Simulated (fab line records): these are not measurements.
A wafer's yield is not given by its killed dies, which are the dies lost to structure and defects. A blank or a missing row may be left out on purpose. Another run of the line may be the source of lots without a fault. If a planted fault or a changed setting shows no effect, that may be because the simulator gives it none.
fab line records	flow n5_finfet
[record] lots = 5	wafers = 15	last_day = 19
route steps=1938 shown BEOL_M11@1576 BEOL_M12@1602
lots that met no fault: taken from a fault-free run of the same line
start_h: the number of hours between the record's first day and the start of the first shown wafer of the lot	wait_h: how many hours have passed since the lot's step before this one	" the same as in the row above	L1.1+2: a row that stands for several wafers	- no value, or no start given	* or withheld: withheld	< > ~ a bound
route shown NAME@n: names a module that has steps shown in the file, with the first one's number in the route	usual: the fault-free wafers' mean and standard deviation	same: alike in all rows	chamber/n: place in a boat	sites: readings site by site	_std_site: how widely they spread, as a standard deviation	_edge_site: mean of outer sites minus mean of inner sites	radius_mm: how far each site lies from the wafer's centre	mask NAME#n: copy n	behind: the most recent tool/chamber to have shaped the wafer	hold: the reason the lot was held/the length of the hold in hours/how it ended	device: names the non-switching transistor (n, p or np)	end of line: at the end of the route, the tests of the same wafers	a step with no rows: only its recipe	killed: dies that structure and defects cost at the first sort, which is not the same as the wafer's yield	map: per-die view of a wafer (x killed, . not killed, _ where there is no die)
set.NAME: the setting as run; set.NAME@STEP: as run at that earlier step	model.NAME: the simulator's own value behind a step, which no gauge read
certain route steps with their lots: each step a table, each wafer a row
services: a tool's chamber out of use, with start hour (start_h, from the record's first day; less than 0 if before it), hours out, and reason
[[steps]]
[step N5_BEOL_M11_STRIP_73]
[recipe] chemistry = C4F6/O2	resist = SiARC	rf_frequency_hz = 6e+07
lot.wafer	tool	chamber	start_h	wait_h
L080.2+4+6	rie_diel-02	3,1,2	284.97	0.0
L082.1+4+6	rie_diel-02	2,1,3	312.56	0.0
L090.1+4+5	rie_diel-03	3,0,3	372.57	0.0
L097.3+4+6	rie_diel-06	1,2,0	408.81	0.0
L095.1+2+3	rie_diel-02	3,0,2	412.03	0.0
[step N5_BEOL_M11_STRIP_36]
[recipe] chemistry = N2/H2	power_w = 450	temp_c = 40	pressure_mtorr = 20	rf_frequency_hz = 6e+07	overash_fraction = 0.3	bias_power_w = 7	h2_frac = 0.5	n2_flow_sccm = 200	h2_flow_sccm = 200
[usual] chamber_pressure_mTorr = 20.00/0.038	drypump_motor_current_A = 5.7/0.47	oes_product_au = 0.81/0.083	power_w = 450.1/1.4	rf_vpp_V = 59.3/1.7	showerhead_plenum_p_Torr = 2.55/0.097	throttle_valve_pct = 23.60/0.19
lot.wafer	tool	chamber	start_h	wait_h	chamber_pressure_mTorr	drypump_motor_current_A	oes_product_au	power_w	rf_hours_counter_h	rf_vpp_V	showerhead_plenum_p_Torr	throttle_valve_pct
L080.2	rie_diel-02	3	284.98	0.0	20.06	5.8	0.75	450.4	125	57.2	2.45	23.95
L080.4	"	1	"	"	20.05	6.3	0.90	450.0	42	58.3	2.58	23.67
L080.6	"	2	"	"	19.97	6.0	0.73	451.7	-	58.2	2.62	23.58
L082.1	rie_diel-02	2	312.57	0.0	19.96	6.0	0.69	450.3	206	60.1	2.61	23.56
L082.4	"	1	"	"	19.93	6.3	0.85	451.4	50	56.8	2.57	23.67
L082.6	"	3	"	"	20.03	5.8	0.74	446.2	-	55.4	2.45	23.98
L090.1	rie_diel-03	3	372.58	0.0	20.01	5.5	0.85	449.8	72	59.6	2.69	23.44
L090.4	"	0	"	"	19.97	4.7	0.77	450.1	100	57.1	2.46	23.36
L090.5	"	3	"	"	20.04	5.5	0.82	451.7	-	59.3	2.69	23.45
L097.3	rie_diel-06	1	408.82	0.0	19.99	5.6	0.98	450.1	4	58.8	2.60	23.73
L097.4	"	2	"	"	20.02	6.4	0.70	449.1	-	57.3	2.40	23.39
L097.6	"	0	"	"	20.02	5.2	0.84	448.1	-	57.1	2.46	23.44
L095.1	rie_diel-02	3	412.04	0.0	19.98	5.8	0.72	450.6	162	59.3	2.44	24.01
L095.2	"	0	"	"	19.99	5.6	0.82	450.4	91	59.3	2.45	23.54
L095.3	"	2	"	"	20.01	6.1	0.69	448.7	234	60.1	2.60	23.60
[step N5_BEOL_M11_TRENCH_ETCH_37]
[recipe] chemistry = C4F6/O2	target_depth_a = 1488.3	target = SiCOH_lowk	time_s = 48	ion_energy_ev = 250	pressure_mtorr = 30	source_w = 345	bias_w = 185	Ar_flow_sccm = 300	C4F6_flow_sccm = 10	O2_flow_sccm = 10
[usual] chamber_pressure_mTorr = 29.997/0.028	drypump_motor_current_A = 5.7/0.47	oes_product_au = 0.81/0.084	rf_vpp_V = 664/6.6	showerhead_plenum_p_Torr = 2.86/0.099	throttle_valve_pct = 20.93/0.19
lot.wafer	tool	chamber	start_h	wait_h	chamber_pressure_mTorr	drypump_motor_current_A	oes_product_au	rf_hours_counter_h	rf_vpp_V	showerhead_plenum_p_Torr	throttle_valve_pct
L080.2	rie_diel-02	3	-	-	30.033	5.8	0.76	125	655	2.74	21.32
L080.4	"	1	"	"	29.996	6.3	0.87	42	660	2.91	20.78
L080.6	"	2	"	"	29.989	6.0	0.72	-	666	2.95	21.06
L082.1	rie_diel-02	2	-	-	29.999	6.1	0.71	206	667	2.94	21.07
L082.4	"	1	"	"	29.946	6.3	0.85	50	662	2.90	20.80
L082.6	"	3	"	"	29.976	5.8	0.76	-	657	2.74	21.32
L090.1	rie_diel-03	3	-	-	30.054	5.5	0.82	72	672	2.99	20.75
L090.4	"	0	"	"	30.014	4.8	0.77	100	663	2.77	20.83
L090.5	"	3	"	"	29.999	5.5	0.82	-	672	2.99	20.78
L097.3	rie_diel-06	1	-	-	30.012	5.6	0.98	4	671	2.91	20.94
L097.4	"	2	"	"	30.003	6.4	0.71	-	658	2.71	20.84
L097.6	"	0	"	"	29.977	5.2	0.84	-	657	2.78	20.87
L095.1	rie_diel-02	3	-	-	29.946	5.8	0.72	162	655	2.73	21.37
L095.2	"	0	"	"	29.979	5.7	0.82	91	657	2.77	20.94
L095.3	"	2	"	"	29.966	6.0	0.69	234	666	2.93	21.11
[step N5_BEOL_M11_ETCH_41]
[recipe] chemistry = CH3F/O2	target = SiCN	target_depth_a = 426	taper_deg = 2	time_s = 86	ion_energy_ev = 120	mask_material = TiN	pressure_mtorr = 30	source_w = 395	bias_w = 75	Ar_flow_sccm = 150	CH3F_flow_sccm = 30	O2_flow_sccm = 20
[usual] chamber_pressure_mTorr = 30.002/0.026	drypump_motor_current_A = 5.7/0.47	oes_product_au = 0.81/0.084	rf_vpp_V = 297.6/1.8	showerhead_plenum_p_Torr = 2.01/0.073	throttle_valve_pct = 16.30/0.2
lot.wafer	tool	chamber	start_h	wait_h	chamber_pressure_mTorr	drypump_motor_current_A	oes_product_au	rf_hours_counter_h	rf_vpp_V	showerhead_plenum_p_Torr	throttle_valve_pct
L080.2	rie_diel-02	3	-	-	29.999	5.8	0.77	125	294.8	1.93	16.69
L080.4	"	1	"	"	29.980	6.3	0.88	42	298.2	2.04	16.09
L080.6	"	2	"	"	29.994	6.0	0.72	-	298.5	2.07	16.48
L082.1	rie_diel-02	2	-	-	30.041	6.0	0.71	206	298.1	2.07	16.49
L082.4	"	1	"	"	29.991	6.3	0.86	50	297.6	2.04	16.10
L082.6	"	3	"	"	29.951	5.8	0.75	-	296.2	1.92	16.73
L090.1	rie_diel-03	3	-	-	30.001	5.5	0.83	72	299.9	2.10	16.15
L090.4	"	0	"	"	30.011	4.8	0.77	100	295.4	1.94	16.22
L090.5	"	3	"	"	29.981	5.5	0.83	-	300.0	2.10	16.14
L097.3	rie_diel-06	1	-	-	29.973	5.6	0.97	5	298.9	2.05	16.29
L097.4	"	2	"	"	29.967	6.5	0.71	-	296.3	1.90	16.29
L097.6	"	0	"	"	30.015	5.2	0.84	-	296.1	1.95	16.22
L095.1	rie_diel-02	3	-	-	30.013	5.8	0.72	162	295.0	1.91	16.76
L095.2	"	0	"	"	30.041	5.6	0.82	91	295.9	1.94	16.29
L095.3	"	2	"	"	29.981	6.1	0.69	234	299.2	2.06	16.53
[step N5_BEOL_M11_STRIP_77]
[recipe] chemistry = N2/H2	time_s = 10	power_w = 450	temp_c = 40	pressure_mtorr = 20	rf_frequency_hz = 6e+07	bias_power_w = 7	n2_flow_sccm = 200	h2_flow_sccm = 200
[usual] chamber_pressure_mTorr = 20.001/0.019	drypump_motor_current_A = 5.7/0.47	oes_product_au = 0.81/0.084	rf_vpp_V = 59.3/0.86	showerhead_plenum_p_Torr = 2.55/0.097	throttle_valve_pct = 23.60/0.19
lot.wafer	tool	chamber	start_h	wait_h	chamber_pressure_mTorr	drypump_motor_current_A	oes_product_au	rf_hours_counter_h	rf_vpp_V	showerhead_plenum_p_Torr	throttle_valve_pct
L080.2	rie_diel-02	3	-	-	19.981	5.8	0.75	125	60.6	2.45	23.96
L080.4	"	1	"	"	20.000	6.3	0.87	42	60.0	2.58	23.64
L080.6	"	2	"	"	19.992	6.0	0.72	-	60.1	2.62	23.56
L082.1	rie_diel-02	2	-	-	19.986	6.0	0.71	206	59.1	2.61	23.56
L082.4	"	1	"	"	19.994	6.3	0.86	50	58.5	2.58	23.65
L082.6	"	3	"	"	19.996	5.8	0.74	-	60.5	2.45	23.98
L090.1	rie_diel-03	3	-	-	20.030	5.5	0.83	72	58.2	2.69	23.46
L090.4	"	0	"	"	19.979	4.8	0.77	100	60.2	2.46	23.37
L090.5	"	3	"	"	20.018	5.5	0.83	-	60.1	2.69	23.49
L097.3	rie_diel-06	1	-	-	19.996	5.6	0.98	5	59.3	2.60	23.73
L097.4	"	2	"	"	19.996	6.5	0.70	-	59.0	2.40	23.41
L097.6	"	0	"	"	19.995	5.2	0.84	-	57.5	2.46	23.50
L095.1	rie_diel-02	3	-	-	20.007	5.8	0.72	162	58.0	2.44	24.00
L095.2	"	0	"	"	20.004	5.6	0.82	91	59.2	2.45	23.52
L095.3	"	2	"	"	20.002	6.0	0.69	234	60.7	2.60	23.61
[step N5_BEOL_M11_OCD_MEAS_38]
[usual] trench_depth_nm = 148.5/1.8
lot.wafer	tool	chamber	start_h	wait_h	trench_depth_nm
L080.2	ocd-02	-	285.20	-	149.1
L080.4	"	-	"	"	148.0
L080.6	"	-	"	"	147.9
L082.1	ocd-02	-	312.79	-	147.4
L082.4	"	-	"	"	148.3
L082.6	"	-	"	"	149.8
L090.1	ocd-01	-	372.80	-	146.8
L090.4	"	-	"	"	145.7
L090.5	"	-	"	"	146.8
L097.3	ocd-02	-	409.05	-	151.0
L097.4	"	-	"	"	147.4
L097.6	"	-	"	"	151.3
L095.1	ocd-02	-	412.26	-	146.4
L095.2	"	-	"	"	148.8
L095.3	"	-	"	"	146.6
[step N5_BEOL_M11_HM_STRIP_39]
[recipe] chemistry = peroxide_tin_strip	material = TiN	target_depth_a = 250	temp_c = 50	time_s = 158
lot.wafer	tool	chamber	start_h	wait_h
L080.2+4+6	wet_bench-02	1,5,3	285.23	0.0
L082.1+4+6	wet_bench-06	4,6,5	312.82	0.0
L090.1+4+5	wet_bench-06	0,7,2	372.83	0.0
L097.3+4+6	wet_bench-01	5,6,0	409.08	0.0
L095.1+2+3	wet_bench-06	4,1,6	412.29	0.0
[step N5_BEOL_M11_SRD_40]
[recipe] time_s = 30	temp_c = 23	rinse_liquid = diw	dry = ipa_marangoni
lot.wafer	tool	chamber	start_h	wait_h
L080.2+4+6	wet_bench-02	1,5,3	285.28	0.0
L082.1+4+6	wet_bench-06	4,6,5	312.87	0.0
L090.1+4+5	wet_bench-06	0,7,2	372.88	0.0
L097.3+4+6	wet_bench-01	5,6,0	409.13	0.0
L095.1+2+3	wet_bench-06	4,1,6	412.34	0.0
[step N5_BEOL_M11_PRECLEAN_42]
[recipe] chemistry = residue_remover	time_s = 60	temp_c = 40
lot.wafer	tool	chamber	start_h	wait_h
L080.2+4+6	wet_bench-02	1,5,3	285.30	0.0
L082.1+4+6	wet_bench-06	4,6,5	312.88	0.0
L090.1+4+5	wet_bench-06	0,7,2	372.90	0.0
L097.3+4+6	wet_bench-01	5,6,0	409.15	0.0
L095.1+2+3	wet_bench-06	4,1,6	412.35	0.0
[step N5_BEOL_M11_SRD_43]
[recipe] time_s = 30	temp_c = 23	rinse_liquid = diw	dry = ipa_marangoni
lot.wafer	tool	chamber	start_h	wait_h
L080.2+4+6	wet_bench-02	1,5,3	285.31	0.0
L082.1+4+6	wet_bench-06	4,6,5	312.90	0.0
L090.1+4+5	wet_bench-06	0,7,2	372.91	0.0
L097.3+4+6	wet_bench-01	5,6,0	409.17	0.0
L095.1+2+3	wet_bench-06	4,1,6	412.37	0.0
[step N5_BEOL_M11_CD_MEAS_35]
[recipe] target_cd_nm = 70	polarity = opening
[usual] cd_nm = 70.1/0.5
lot.wafer	tool	chamber	start_h	wait_h	cd_nm
L080.2	cd_sem-01	-	285.35	0.0	70.6
L080.4	"	-	"	"	69.8
L080.6	"	-	"	"	70.3
L082.1	cd_sem-01	-	312.94	0.0	70.4
L082.4	"	-	"	"	69.1
L082.6	"	-	"	"	69.2
L090.1	cd_sem-03	-	372.95	0.0	69.8
L090.4	"	-	"	"	70.5
L090.5	"	-	"	"	69.8
L097.3	cd_sem-03	-	409.21	0.0	70.1
L097.4	"	-	"	"	69.3
L097.6	"	-	"	"	69.4
L095.1	cd_sem-01	-	412.41	0.0	70.0
L095.2	"	-	"	"	70.0
L095.3	"	-	"	"	69.8
[step N5_BEOL_M11_CURE_72]
[recipe] temp_c = 370	time_s = 120	ambient = DMADMS/He	material = SiCOH_lowk
[usual] lamp_power_pct = 52.32/0.055	wafer_temp_C_max = 371.4/0.64
lot.wafer	tool	chamber	start_h	wait_h	lamp_power_pct	wafer_temp_C_max
L080.2	uv_cure-02	0	285.44	0.1	52.34	371.4
L080.4	"	0	"	"	52.42	371.5
L080.6	"	0	"	"	52.26	371.2
L082.1	uv_cure-03	1	312.98	0.0	52.27	370.9
L082.4	"	1	"	"	52.25	370.7
L082.6	"	1	"	"	52.43	370.6
L090.1	uv_cure-02	2	372.99	0.0	52.38	372.5
L090.4	"	2	"	"	52.37	371.9
L090.5	"	2	"	"	52.34	372.3
L097.3	uv_cure-03	1	409.35	0.1	52.33	371.0
L097.4	"	1	"	"	52.41	370.7
L097.6	"	1	"	"	52.25	371.3
L095.1	uv_cure-03	1	412.45	0.0	52.30	371.0
L095.2	"	1	"	"	52.35	371.0
L095.3	"	1	"	"	52.35	370.8
[step N5_BEOL_M11_DEGAS_44]
[recipe] ambient = vacuum	temp_c = 250	time_s = 60
[usual] heater_power_w = 357/40
lot.wafer	tool	chamber	start_h	wait_h	heater_power_w
L080.2	pvd_sputter-01	-	286.35	0.9	404
L080.4	"	-	"	"	310
L080.6	"	-	"	"	347
L082.1	pvd_sputter-03	-	313.37	0.3	423
L082.4	"	-	"	"	303
L082.6	"	-	"	"	333
L090.1	pvd_sputter-01	-	373.88	0.8	320
L090.4	"	-	"	"	304
L090.5	"	-	"	"	346
L097.3	pvd_sputter-02	-	410.05	0.6	416
L097.4	"	-	"	"	389
L097.6	"	-	"	"	364
L095.1	pvd_sputter-02	-	412.89	0.4	361
L095.2	"	-	"	"	390
L095.3	"	-	"	"	411
[step N5_BEOL_M11_PRE_CLEAN_45]
[recipe] gas = H2/He	time_s = 30	temp_c = 250
[usual] heater_power_w = 357/40
lot.wafer	tool	chamber	start_h	wait_h	heater_power_w
L080.2	pvd_sputter-01	-	286.39	0.0	403
L080.4	"	-	"	"	312
L080.6	"	-	"	"	339
L082.1	pvd_sputter-03	-	313.41	0.0	417
L082.4	"	-	"	"	307
L082.6	"	-	"	"	336
L090.1	pvd_sputter-01	-	373.92	0.0	326
L090.4	"	-	"	"	306
L090.5	"	-	"	"	346
L097.3	pvd_sputter-02	-	410.09	0.0	411
L097.4	"	-	"	"	383
L097.6	"	-	"	"	363
L095.1	pvd_sputter-02	-	412.93	0.0	371
L095.2	"	-	"	"	399
L095.3	"	-	"	"	405
[step N5_BEOL_M11_ALD_74]
[recipe] material = TaN	target_thk_a = 20	temp_c = 275	ald_precursor_family = PDMAT	ald_co_reactant = NH3	pressure_torr = 3	carrier_flow_sccm = 1500	pulse_time_s = 2	purge_time_s = 3	co_reactant_purge_time_s = 2	co_reactant_pulse_time_s = 3	ald_cycles = 40	precursor_vessel_temp_c = 75	precursor_vessel_pressure_torr = 26.25	precursor_vessel_carrier_sccm = 1000
[usual] heater_power_w = 407/56
[same] pulse_time_s = 2
lot.wafer	tool	chamber	start_h	wait_h	heater_power_w
L080.2	ald_metal-04	1	286.45	0.0	504
L080.4	"	3	"	"	381
L080.6	"	1	"	"	496
L082.1	ald_metal-04	1	313.60	0.2	501
L082.4	"	3	"	"	381
L082.6	"	1	"	"	507
L090.1	ald_metal-01	0	374.09	0.1	469
L090.4	"	3	"	"	415
L090.5	"	0	"	"	473
L097.3	ald_metal-01	3	410.15	0.0	402
L097.4	"	0	"	"	473
L097.6	"	2	"	"	433
L095.1	ald_metal-03	2	412.99	0.0	416
L095.2	"	0	"	"	451
L095.3	"	3	"	"	366
[step N5_BEOL_M11_SURFACE_TREAT_76]
[recipe] gas = Ar	time_s = *	ion_energy_ev = *	ion_current_ma_cm2 = 0.5	pressure_mtorr = *	ar_flow_sccm = 30
[usual] throttle_valve_pct = *
lot.wafer	tool	chamber	start_h	wait_h	throttle_valve_pct
L080.2	pvd_sputter-01	-	286.81	0.2	*
L080.4	"	-	"	"	*
L080.6	"	-	"	"	*
L082.1	pvd_sputter-03	-	313.91	0.2	*
L082.4	"	-	"	"	*
L082.6	"	-	"	"	*
L090.1	pvd_sputter-01	-	374.40	0.2	*
L090.4	"	-	"	"	*
L090.5	"	-	"	"	*
L097.3	pvd_sputter-02	-	410.45	0.2	*
L097.4	"	-	"	"	*
L097.6	"	-	"	"	*
L095.1	pvd_sputter-03	-	413.33	0.2	*
L095.2	"	-	"	"	*
L095.3	"	-	"	"	*
[step N5_BEOL_M11_CVD_75]
[recipe] material = Co	target_thk_a = 20	temp_c = withheld	precursor = CCTBA/H2	pressure_torr = 30	time_s = 138.9
lot.wafer	tool	chamber	start_h	wait_h
L080.2+4+6	cvd_co-02	1,1,0	286.89	0.1
L082.1+4+6	cvd_co-01	2,2,1	314.24	0.3
L090.1+4+5	cvd_co-02	2,2,0	374.55	0.1
L097.3+4+6	cvd_co-02	2,0,2	410.84	0.4
L095.1+2+3	cvd_co-02	1,0,2	413.56	0.2
[step N5_BEOL_M11_SPUTTER_48]
[recipe] material = Cu	target_thk_a = 120	temp_c = -20	bias_v = 60	power_w = 26000	chamber_pressure_pa = 0.13	time_s = 2
[usual] throttle_valve_pct = 29.8/1.1
lot.wafer	tool	chamber	start_h	wait_h	throttle_valve_pct
L080.2	pvd_sputter-01	-	287.09	0.2	28.9
L080.4	"	-	"	"	30.4
L080.6	"	-	"	"	28.6
L082.1	pvd_sputter-01	-	315.99	1.7	30.5
L082.4	"	-	"	"	28.2
L082.6	"	-	"	"	28.8
L090.1	pvd_sputter-03	-	374.69	0.1	29.3
L090.4	"	-	"	"	32.2
L090.5	"	-	"	"	32.3
L097.3	pvd_sputter-03	-	412.31	1.4	29.1
L097.4	"	-	"	"	31.2
L097.6	"	-	"	"	28.9
L095.1	pvd_sputter-01	-	413.69	0.1	30.4
L095.2	"	-	"	"	29.8
L095.3	"	-	"	"	28.9
[step N5_BEOL_M11_ECD_50]
[recipe] material = Cu	target_thk_a = 3180
lot.wafer	tool	chamber	start_h	wait_h
L080.2+4+6	ecd_cu-01	1,1,0	287.21	0.1
L082.1+4+6	ecd_cu-01	1,0,1	316.11	0.1
L090.1+4+5	ecd_cu-02	0,1,0	374.81	0.1
L097.3+4+6	ecd_cu-02	1,0,1	412.45	0.1
L095.1+2+3	ecd_cu-02	0,1,1	413.81	0.1
[step N5_BEOL_M11_ANNEAL_51]
[recipe] temp_c = 225	time_s = 90	ambient = N2
[usual] wafer_temp_C_max = 226.0/0.31
lot.wafer	tool	chamber	start_h	wait_h	wafer_temp_C_max
L080.2	rtp_anneal-02	0	287.58	0.3	226.2
L080.4	"	0	"	"	226.5
L080.6	"	0	"	"	226.3
L082.1	rtp_anneal-02	0	316.22	0.1	226.0
L082.4	"	0	"	"	226.0
L082.6	"	0	"	"	226.0
L090.1	rtp_anneal-02	0	375.06	0.2	226.2
L090.4	"	0	"	"	226.4
L090.5	"	0	"	"	226.3
L097.3	rtp_anneal-01	0	412.70	0.2	225.9
L097.4	"	0	"	"	225.7
L097.6	"	0	"	"	225.6
L095.1	rtp_anneal-01	0	413.92	0.1	225.8
L095.2	"	0	"	"	225.4
L095.3	"	0	"	"	226.2
[step N5_BEOL_M11_CMP_52]
[recipe] stop_on = SiCOH_lowk	t_overpolish_s = 7	down_force_psi = 1	platen_rpm = 50	clearing_platen_down_force_psi = 1.5	clearing_platen_rpm = 50	post_cmp_clean = cu_alkaline	target_thk_nm = 140	clearing_platen_pad_velocity_m_s = 0.99484	pad_velocity_m_s = 0.99484
[usual] barrier_field_endpoint_s = 28.9/0.75	clearing_platen_down_force_psi = 1.4996/0.0027	motor_current_A = 5.8/0.67	overpolish_run_s = 6.999/0.0097	pad_life_wafers = 1055/650	time_to_endpoint_s = 66.1/2.8
lot.wafer	tool	chamber	start_h	wait_h	barrier_field_endpoint_s	clearing_platen_down_force_psi	motor_current_A	overpolish_run_s	pad_life_wafers	time_to_endpoint_s
L080.2	cmp-04	3	287.84	0.2	28.1	1.4957	6.3	6.989	120	66.0
L080.4	"	0	"	"	27.9	1.4986	7.3	6.994	121	62.8
L080.6	"	0	"	"	28.2	1.4971	7.2	6.995	-	66.0
L082.1	cmp-02	3	316.55	0.3	30.0	1.5022	5.2	6.999	1465	68.8
L082.4	"	1	"	"	29.5	1.5020	6.9	6.992	1467	63.9
L082.6	"	3	"	"	29.8	1.5009	5.6	6.998	-	64.8
L090.4	cmp-02	1	375.36	0.1	28.8	1.4992	6.4	6.990	1956	65.7
L090.1	"	0	"	"	28.0	1.4992	5.5	7.009	1959	62.5
L090.5	"	1	"	"	28.1	1.5039	6.6	7.002	-	63.0
L097.3	cmp-04	3	412.92	0.2	30.2	1.4993	6.3	6.991	1080	69.7
L097.4	"	2	"	"	29.5	1.5034	6.0	6.986	1083	69.0
L097.6	"	0	"	"	28.8	1.5017	6.9	6.998	-	65.4
L095.2	cmp-04	0	414.27	0.3	29.7	1.4979	6.6	6.987	1093	66.0
L095.3	"	1	"	"	29.8	1.5044	5.0	6.993	1094	67.9
L095.1	"	2	"	"	29.4	1.4976	5.8	6.994	1095	67.1
[step N5_BEOL_M11_THK_MEAS_53]
[recipe] thk_meas_gauge = xrf	reads = Cu_of_BEOL_M11_ECD_50
[usual] M11_THK = 137.9/2
lot.wafer	tool	chamber	start_h	wait_h	M11_THK[nm]
L080.2	film_metro-01	-	288.13	-	138.9
L080.4	"	-	"	"	138.7
L080.6	"	-	"	"	137.9
L082.1	film_metro-02	-	316.81	-	135.5
L082.4	"	-	"	"	136.3
L082.6	"	-	"	"	138.4
L090.1	film_metro-01	-	375.66	-	135.0
L090.4	"	-	"	"	132.3
L090.5	"	-	"	"	135.5
L097.3	film_metro-02	-	413.22	-	141.4
L097.4	"	-	"	"	136.7
L097.6	"	-	"	"	140.5
L095.1	film_metro-02	-	414.52	-	136.2
L095.2	"	-	"	"	138.7
L095.3	"	-	"	"	137.0
[step N5_BEOL_M11_PRE_CLEAN_55]
[recipe] gas = NH3	time_s = 15	temp_c = withheld	rf_power_w = 300
lot.wafer	tool	chamber	start_h	wait_h
L080.2+4+6	pecvd-03	0,0,2	288.17	0.0
L082.1+4+6	pecvd-04	1,0,1	316.84	0.0
L090.1+4+5	pecvd-03	0,2,1	375.69	0.0
L097.3+4+6	pecvd-01	1,1,0	413.27	0.1
L095.1+2+3	pecvd-04	0,1,1	414.56	0.0
[step N5_BEOL_M11_DEP_56]
[recipe] material = SiCN	target_thk_a = 300	temp_c = withheld	precursor = 3MS/NH3	pressure_torr = 3	rf_w = 675	time_s = 10.5
[usual] showerhead_plenum_p_Torr = 4.154/0.026	throttle_valve_pct = 18.1/1
lot.wafer	tool	chamber	start_h	wait_h	showerhead_plenum_p_Torr	throttle_valve_pct
L080.2	pecvd-03	0	288.19	0.0	4.127	17.8
L080.4	"	0	"	"	4.128	17.8
L080.6	"	2	"	"	4.149	17.9
L082.1	pecvd-04	1	316.87	0.0	4.147	17.4
L082.4	"	0	"	"	4.169	20.1
L082.6	"	1	"	"	4.151	17.5
L090.1	pecvd-03	0	375.72	0.0	4.128	18.0
L090.4	"	2	"	"	4.137	17.9
L090.5	"	1	"	"	4.129	17.9
L097.3	pecvd-01	1	413.30	0.0	4.197	19.9
L097.4	"	1	"	"	4.189	20.0
L097.6	"	0	"	"	4.177	17.6
L095.1	pecvd-04	0	414.60	0.0	4.173	20.0
L095.2	"	1	"	"	4.167	17.4
L095.3	"	1	"	"	4.160	17.5
[step N5_BEOL_M11_RS_MEAS_57]
[recipe] thk_meas_gauge = four-point-probe	reads = Cu_of_BEOL_M11_ECD_50+Co_of_BEOL_M11_CVD_75+TaN_of_BEOL_M11_ALD_74
[usual] M11_RS = 0.1513/0.0023
lot.wafer	tool	chamber	start_h	wait_h	M11_RS[ohm/sq]
L080.2	film_metro-01	-	288.26	0.0	0.1510
L080.4	"	-	"	"	0.1516
L080.6	"	-	"	"	0.1530
L082.1	film_metro-01	-	316.93	0.0	0.1534
L082.4	"	-	"	"	0.1529
L082.6	"	-	"	"	0.1500
L090.1	film_metro-01	-	375.78	0.0	0.1548
L090.4	"	-	"	"	0.1572
L090.5	"	-	"	"	0.1534
L097.3	film_metro-01	-	413.36	0.0	0.1471
L097.4	"	-	"	"	0.1525
L097.6	"	-	"	"	0.1480
L095.1	film_metro-01	-	414.68	0.1	0.1534
L095.2	"	-	"	"	0.1506
L095.3	"	-	"	"	0.1526
[step N5_BEOL_M11_INSPECT_58]
[recipe] inspect_instrument = darkfield	mode = post_dep
[usual] raw_defect_count = 69/24
lot.wafer	tool	chamber	start_h	wait_h	raw_defect_count
L080.2	defect_inspect-01	-	288.28	0.0	76
L080.4	"	-	"	"	84
L080.6	"	-	"	"	44
L082.1	defect_inspect-02	-	316.96	0.0	130
L082.4	"	-	"	"	70
L082.6	"	-	"	"	53
L090.1	defect_inspect-02	-	375.81	0.0	47
L090.4	"	-	"	"	141
L090.5	"	-	"	"	61
L097.3	defect_inspect-02	-	413.39	0.0	70
L097.4	"	-	"	"	85
L097.6	"	-	"	"	81
L095.1	defect_inspect-01	-	414.70	0.0	36
L095.2	"	-	"	"	60
L095.3	"	-	"	"	40
[step N5_BEOL_M12_ILD_DEP_00]
[recipe] material = SiOC	target_thk_a = 6589.2	temp_c = 350	precursor = DEMS/O2	pressure_torr = 5	rf_w = 500	time_s = 130.7
[usual] heater_power_w = 480/63	showerhead_plenum_p_Torr = 5.695/0.019	throttle_valve_pct = 12.0/0.67
lot.wafer	tool	chamber	start_h	wait_h	heater_power_w	showerhead_plenum_p_Torr	throttle_valve_pct
L080.2	pecvd-03	0	288.32	0.0	430	5.680	12.0
L080.4	"	0	"	"	343	5.665	12.0
L080.6	"	2	"	"	424	5.677	11.9
L082.1	pecvd-01	0	316.99	0.0	442	5.692	11.2
L082.4	"	2	"	"	458	5.719	11.0
L082.6	"	1	"	"	475	5.722	12.9
L090.1	pecvd-01	0	375.84	0.0	523	5.691	11.6
L090.4	"	0	"	"	430	5.701	11.6
L090.5	"	2	"	"	458	5.707	11.2
L097.3	pecvd-02	1	413.42	0.0	459	5.720	10.9
L097.4	"	2	"	"	576	5.699	11.4
L097.6	"	0	"	"	503	5.666	12.6
L095.1	pecvd-02	2	414.74	0.0	629	5.726	11.6
L095.2	"	1	"	"	411	5.707	10.9
L095.3	"	0	"	"	441	5.682	12.6
[step N5_BEOL_M12_THK_MEAS_01]
[recipe] reads = SiOC_of_BEOL_M12_ILD_DEP_00
[usual] M12_ILD_THK = 660/7.3
lot.wafer	tool	chamber	start_h	wait_h	M12_ILD_THK[nm]
L080.2	film_metro-01	-	288.45	0.1	650
L080.4	"	-	"	"	658
L080.6	"	-	"	"	663
L082.1	film_metro-01	-	317.13	0.1	652
L082.4	"	-	"	"	672
L082.6	"	-	"	"	664
L090.1	film_metro-01	-	375.99	0.1	667
L090.4	"	-	"	"	675
L090.5	"	-	"	"	668
L097.3	film_metro-01	-	413.55	0.1	648
L097.4	"	-	"	"	651
L097.6	"	-	"	"	658
L095.1	film_metro-01	-	414.87	0.1	660
L095.2	"	-	"	"	653
L095.3	"	-	"	"	664
[step N5_BEOL_M12_COAT_58]
[recipe] resist = BARC	temp_c = 205	time_s = 60	spin_rpm = 1500	resist_thk_nm = 89
lot.wafer	tool	chamber	start_h	wait_h
L080.2+4+6	litho_track-02	0	288.48	0.0
L082.1+4+6	litho_track-03	0	317.16	0.0
L090.1+4+5	litho_track-03	0	376.02	0.0
L097.3+4+6	litho_track-03	0	413.59	0.0
L095.1+2+3	litho_track-03	0	414.90	0.0
[step N5_BEOL_M12_COAT_04]
[recipe] spin_rpm = 1625	resist_thk_nm = 400
lot.wafer	tool	chamber	start_h	wait_h
L080.2+4+6	litho_track-02	0	-	-
L082.1+4+6	litho_track-03	0	-	-
L090.1+4+5	litho_track-03	0	-	-
L097.3+4+6	litho_track-03	0	-	-
L095.1+2+3	litho_track-03	0	-	-
[[services]]
tool	chamber	start_h	hours	kind
pvd_sputter-02	-	265.13	12.8	repair
cmp-04	-	267.99	4.0	pm
cmp-02	-	275.61	1.5	repair
ald_metal-01	1	289.58	29.9	repair
pecvd-01	2	291.81	5.0	repair
ecd_cu-02	-	293.37	0.7	repair
cmp-02	-	295.52	9.9	pm
pecvd-01	-	303.96	1.5	repair
ecd_cu-01	-	307.20	2.7	repair
cmp-02	-	307.53	3.0	pm
pecvd-02	-	309.13	1.0	repair
ald_metal-01	3	315.96	1.6	repair
rie_diel-03	3	318.68	3.2	repair
rie_diel-06	3	326.10	3.0	repair
ald_metal-01	2	343.01	6.1	repair
pvd_sputter-03	-	361.72	2.7	repair
pecvd-03	-	370.63	2.8	pm
uv_cure-03	-	377.38	2.1	pm
rie_diel-03	2	381.01	1.2	repair
rie_diel-02	-	383.04	0.7	repair
rie_diel-06	-	385.21	14.6	pm
rie_diel-03	1	388.62	8.8	repair
uv_cure-03	-	403.23	0.6	repair
pecvd-03	-	413.17	28.1	pm
[[key]]
fault none
